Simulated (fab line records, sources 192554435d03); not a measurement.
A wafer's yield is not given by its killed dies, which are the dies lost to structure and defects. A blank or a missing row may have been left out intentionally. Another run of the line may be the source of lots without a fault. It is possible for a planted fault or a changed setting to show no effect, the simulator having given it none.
Struck lot and sound lot, side by side :: flow n5 finfet :: 14 steps out of a route of 1938
Sound: wafers L775.1, L775.2, L775.4. The struck wafers were L771.1, L771.3, L771.6. The cause is named last.
For every step that has rows: the tool of each side, followed by ch and its chambers, followed by its first start. Under that, the readings that differ: sound wafers :: struck wafers :: difference of the means :: sigmas: that difference in standard deviations of wafers without a fault.
alike: readings with means less than 2 such deviations apart, plus words and numbers identical on both sides. not compared: withheld readings, readings lacking a value on some wafer, bounds such as >300 that could conceal the same value, and numbers that have no deviation in the record and whose values overlap.
A row with sigmas, a row that says differs or no value, or rows on one side alone: a step with any of these is where the two part. Numbers that don't overlap but have no deviation are shown without sigmas and don't part them. Lack of a reading on every wafer of one side parts them only where that side has two or more wafers.

N5_BEOL_M15_ETCH_61: etches BARC in N2/H2, target depth 89 nm, overetch 26.7 nm, time 67.9 s.
  sound on rie diel-06 ch 0,2,3, day 18 08:26; struck on rie diel-06 ch 0,2, day 17 20:50
  alike: drypump motor current A, oes product au, rf vpp V, showerhead plenum p Torr, throttle valve pct
  not compared: rf hours counter h
N5_BEOL_M15_TRENCH_ETCH_34: etches SiO2 in C4F8/O2/Ar, target depth 872.93 nm, time 199 s.
  sound on rie diel-06 ch 0,2,3, day 18 08:29; struck on rie diel-06 ch 0,2, day 17 20:53
  alike: C4F8_flow_sccm, drypump motor current A, mfc ar sccm, oes product au, rf vpp V, showerhead plenum p Torr, throttle valve pct
  not compared: rf hours counter h
then, 3 steps without rows for these wafers: N5_BEOL_M15_STRIP_36 (strips in O2); N5_BEOL_M15_STRIP_62 (strips in O2); N5_BEOL_M15_STRIP_37 (strips in O2).
N5_BEOL_M15_ETCH_38: etches SiCN in CF4/N2, target depth 106.4 nm, time 120.5 s.
  sound: rie diel-01 ch 0,1,2; struck: rie diel-03 ch 0,1,3
  alike: drypump motor current A, mfc ar sccm, oes product au, rf vpp V, showerhead plenum p Torr, throttle valve pct
  not compared: rf hours counter h
then, 3 steps without rows for these wafers: N5_BEOL_M15_PRECLEAN_39 (cleans in residue remover, time 60 s); N5_BEOL_M15_SRD_40 (time 30 s, dry time 30 s); N5_BEOL_M15_DEGAS_41 (time 60 s).
N5_BEOL_M15_PRE_CLEAN_42: time 30 s.
  struck on pvd sputter-02, day 17 21:58; sound on pvd sputter-03, day 18 10:49
  alike: heater power w
N5_BEOL_M15_SPUTTER_43: material TaN, target thk 15 nm, time 24.19 s.
  struck on pvd sputter-02, day 17 22:00; sound on pvd sputter-03, day 18 10:51
  alike: cathode dc power W, throttle valve pct
N5_BEOL_M15_SPUTTER_44: material Ta, target thk 15 nm, time 24.19 s.
  struck on pvd sputter-02, day 17 22:05; sound on pvd sputter-03, day 18 10:56
reading: cathode dc power W (W)
sound: 14996 14995 15003
struck: 13863 13864 13861
difference: -1135
sigmas: -99 or more

reading: model.Ta_of_BEOL_M15_SPUTTER_44.thk nm (nm)
sound: 15.2 15 15.2
struck: 14 13.8 14
difference: -1
sigmas: 
  alike: throttle valve pct
then, 2 steps without rows for these wafers: N5_BEOL_M15_SPUTTER_45 (material Cu, target thk 100 nm, time 16.67 s); N5_PASSIVATION_PROBE_49.

## WHERE THEY PART
At N5_BEOL_M15_SPUTTER_44 and nowhere else, as far as this record goes.

WHY: what had been put in by the simulator
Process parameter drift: pvd sputter-02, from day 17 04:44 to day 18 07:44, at N5_BEOL_M15_SPUTTER_44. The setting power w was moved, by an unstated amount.
